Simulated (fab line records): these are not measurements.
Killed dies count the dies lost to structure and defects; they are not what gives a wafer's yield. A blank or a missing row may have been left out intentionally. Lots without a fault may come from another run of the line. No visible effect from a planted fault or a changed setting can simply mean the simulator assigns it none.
Tool commonality check :: flow n5-finfet :: Lots sampled 8, wafers sampled 24

## REASON IT WAS OPENED
At N5_SD_EPI_N_EPI_MEAS_23 the reading thk-nm is flagged on 2 of 8 lots. No-fault wafers: 58.9 nm, standard deviation 1.1.
Rule: a lot gets a flag if all its wafers with a number sit over 4 standard deviations from that mean, or if no wafer of it has a number. All remaining lots are regarded as sound.

lot: L870
measured: day 3 20:22
on: film-metro-02
thk-nm (nm), wafer by wafer: 58.2 58.0 59.3
flag: 

lot: L871
measured: day 3 20:34
on: film-metro-02
thk-nm (nm), wafer by wafer: 56.8 57.1 60.5
flag: 

lot: L872
measured: day 4 07:49
on: film-metro-01
thk-nm (nm), wafer by wafer: 56.5 58.8 59.3
flag: 

lot: L875
measured: day 4 16:24
on: film-metro-01
thk-nm (nm), wafer by wafer: 61.1 57.8 58.7
flag: 

lot: L874
measured: day 4 17:30
on: film-metro-02
thk-nm (nm), wafer by wafer: 57.4 58.5 57.0
flag: 

lot: L877
measured: day 5 08:14
on: film-metro-01
thk-nm (nm), wafer by wafer: 57.6 58.9 59.7
flag: 

lot: L886
measured: day 7 10:44
on: film-metro-01
thk-nm (nm), wafer by wafer: 49.0 49.3 50.9
flag: FLAGGED

lot: L889
measured: day 8 06:29
on: film-metro-01
thk-nm (nm), wafer by wafer: 51.5 52.7 49.4
flag: FLAGGED
Average over the flagged lots: 50.5 nm; offset from the usual -8.4 nm, equal to -8 standard deviations.

## EACH LOT AND THE TOOL IT RAN ON
The record holds 4 process steps before the reading, out of a route of 1938 steps. Read each cell as the tool, then ch plus the chambers that the sampled wafers visited, then the start.
lot: L870
flag: 
N5_SD_EPI_N_DESCUM_14: rie-diel-01 ch 0,2, day 3 16:59
N5_SD_EPI_N_ETCH_34: rie-diel-01 ch 0,2, day 3 17:01
N5_SD_EPI_N_STRIP_38: plasma-asher-02 ch 0,1, day 3 17:46
N5_SD_EPI_N_EPI_21: epi-rpcvd-01 ch 0, day 3 18:40

lot: L871
flag: 
N5_SD_EPI_N_DESCUM_14: rie-diel-05 ch 0,1,3, day 3 17:10
N5_SD_EPI_N_ETCH_34: rie-diel-05 ch 0,1,3, day 3 17:13
N5_SD_EPI_N_STRIP_38: plasma-asher-02 ch 0,1, day 3 17:58
N5_SD_EPI_N_EPI_21: epi-rpcvd-02 ch 0, day 3 19:25

lot: L872
flag: 
N5_SD_EPI_N_DESCUM_14: rie-diel-05 ch 0,1,2, day 4 04:25
N5_SD_EPI_N_ETCH_34: rie-diel-05 ch 0,1,2, day 4 04:27
N5_SD_EPI_N_STRIP_38: plasma-asher-02 ch 0,1, day 4 05:13
N5_SD_EPI_N_EPI_21: epi-rpcvd-03 ch 0, day 4 06:56

lot: L875
flag: 
N5_SD_EPI_N_DESCUM_14: rie-diel-01 ch 0,1, day 4 13:00
N5_SD_EPI_N_ETCH_34: rie-diel-01 ch 0,1, day 4 13:02
N5_SD_EPI_N_STRIP_38: plasma-asher-01 ch 1, day 4 13:47
N5_SD_EPI_N_EPI_21: epi-rpcvd-01 ch 0, day 4 14:58

lot: L874
flag: 
N5_SD_EPI_N_DESCUM_14: rie-diel-05 ch 2,3, day 4 14:07
N5_SD_EPI_N_ETCH_34: rie-diel-05 ch 2,3, day 4 14:09
N5_SD_EPI_N_STRIP_38: plasma-asher-02 ch 0,1, day 4 14:53
N5_SD_EPI_N_EPI_21: epi-rpcvd-02 ch 0, day 4 15:47

lot: L877
flag: 
N5_SD_EPI_N_DESCUM_14: rie-diel-05 ch 0,3, day 5 04:27
N5_SD_EPI_N_ETCH_34: rie-diel-05 ch 0,3, day 5 04:30
N5_SD_EPI_N_STRIP_38: plasma-asher-02 ch 0,1, day 5 05:38
N5_SD_EPI_N_EPI_21: epi-rpcvd-03 ch 0, day 5 06:32

lot: L886
flag: FLAGGED
N5_SD_EPI_N_DESCUM_14: rie-diel-01 ch 1,2, day 7 07:20
N5_SD_EPI_N_ETCH_34: rie-diel-01 ch 1,2, day 7 07:22
N5_SD_EPI_N_STRIP_38: plasma-asher-02 ch 0,1, day 7 08:07
N5_SD_EPI_N_EPI_21: epi-rpcvd-01 ch 0, day 7 09:17

lot: L889
flag: FLAGGED
N5_SD_EPI_N_DESCUM_14: rie-diel-01 ch 0,1,3, day 8 02:22
N5_SD_EPI_N_ETCH_34: rie-diel-01 ch 0,1,3, day 8 02:24
N5_SD_EPI_N_STRIP_38: plasma-asher-02 ch 0,1, day 8 03:09
N5_SD_EPI_N_EPI_21: epi-rpcvd-01 ch 0, day 8 04:13
These steps, and what they do:
- N5_SD_EPI_N_DESCUM_14: chemistry O2, time 7.9 s.
- N5_SD_EPI_N_ETCH_34: etches SiARC in CF4, target depth 45.5 nm, time 75.8 s.
- N5_SD_EPI_N_STRIP_38: strips in N2/H2.
- N5_SD_EPI_N_EPI_21: deposits Si:P, time 690 s.
- N5_SD_EPI_N_EPI_MEAS_23

## FLAGGED OVER TOTAL, TOOL BY TOOL (the gauges that took the reading come last)
step: N5_SD_EPI_N_DESCUM_14
tool: rie-diel-01
lots run: 4
flagged: 2
share of the flagged lots: all
sound lots run after its first flagged lot: 0

step: N5_SD_EPI_N_DESCUM_14
tool: rie-diel-05
lots run: 4
flagged: 0
share of the flagged lots: none
sound lots run after its first flagged lot: -

step: N5_SD_EPI_N_ETCH_34
tool: rie-diel-01
lots run: 4
flagged: 2
share of the flagged lots: all
sound lots run after its first flagged lot: 0

step: N5_SD_EPI_N_ETCH_34
tool: rie-diel-05
lots run: 4
flagged: 0
share of the flagged lots: none
sound lots run after its first flagged lot: -

step: N5_SD_EPI_N_STRIP_38
tool: plasma-asher-01
lots run: 1
flagged: 0
share of the flagged lots: none
sound lots run after its first flagged lot: -

step: N5_SD_EPI_N_STRIP_38
tool: plasma-asher-02
lots run: 7
flagged: 2
share of the flagged lots: all
sound lots run after its first flagged lot: 0

step: N5_SD_EPI_N_EPI_21
tool: epi-rpcvd-01
lots run: 4
flagged: 2
share of the flagged lots: all
sound lots run after its first flagged lot: 0

step: N5_SD_EPI_N_EPI_21
tool: epi-rpcvd-02
lots run: 2
flagged: 0
share of the flagged lots: none
sound lots run after its first flagged lot: -

step: N5_SD_EPI_N_EPI_21
tool: epi-rpcvd-03
lots run: 2
flagged: 0
share of the flagged lots: none
sound lots run after its first flagged lot: -

step: N5_SD_EPI_N_EPI_MEAS_23
tool: film-metro-01
lots run: 5
flagged: 2
share of the flagged lots: all
sound lots run after its first flagged lot: 0

step: N5_SD_EPI_N_EPI_MEAS_23
tool: film-metro-02
lots run: 3
flagged: 0
share of the flagged lots: none
sound lots run after its first flagged lot: -

## THE TABLE: WHAT IT ALLOWS
5 rows of the table ran every flagged lot: rie-diel-01 at N5_SD_EPI_N_DESCUM_14, rie-diel-01 at N5_SD_EPI_N_ETCH_34, plasma-asher-02 at N5_SD_EPI_N_STRIP_38, epi-rpcvd-01 at N5_SD_EPI_N_EPI_21, film-metro-01 at N5_SD_EPI_N_EPI_MEAS_23.
- rie-diel-01 at N5_SD_EPI_N_DESCUM_14: 2 of its 4 lots flagged. It ran its last sound lot, L875, at day 4 13:00 and its first flagged lot, L886, at day 7 07:20: a fault with its onset between the two fits.
- rie-diel-01 at N5_SD_EPI_N_ETCH_34: 2 of its 4 lots flagged. It ran its last sound lot, L875, at day 4 13:02 and its first flagged lot, L886, at day 7 07:22: a fault with its onset between the two fits.
- plasma-asher-02 at N5_SD_EPI_N_STRIP_38: 2 of its 7 lots flagged. It ran its last sound lot, L877, at day 5 05:38 and its first flagged lot, L886, at day 7 08:07: a fault with its onset between the two fits.
- epi-rpcvd-01 at N5_SD_EPI_N_EPI_21: 2 of its 4 lots flagged. It ran its last sound lot, L875, at day 4 14:58 and its first flagged lot, L886, at day 7 09:17: a fault with its onset between the two fits. Its own readings lie more than 4 standard deviations out on every wafer of the flagged lots: susceptor-temp-C, susceptor_temp_C_max.
- film-metro-01 at N5_SD_EPI_N_EPI_MEAS_23: 2 of its 5 lots flagged. It ran its last sound lot, L877, at day 5 08:14 and its first flagged lot, L886, at day 7 10:44: a fault with its onset between the two fits.
A lot count leaves these 4 tools indistinguishable: every one of them fits a fault beginning at some hour. More lots, or a look at what each step does to the wafer, might.

## WHAT THE SIMULATOR PUT IN
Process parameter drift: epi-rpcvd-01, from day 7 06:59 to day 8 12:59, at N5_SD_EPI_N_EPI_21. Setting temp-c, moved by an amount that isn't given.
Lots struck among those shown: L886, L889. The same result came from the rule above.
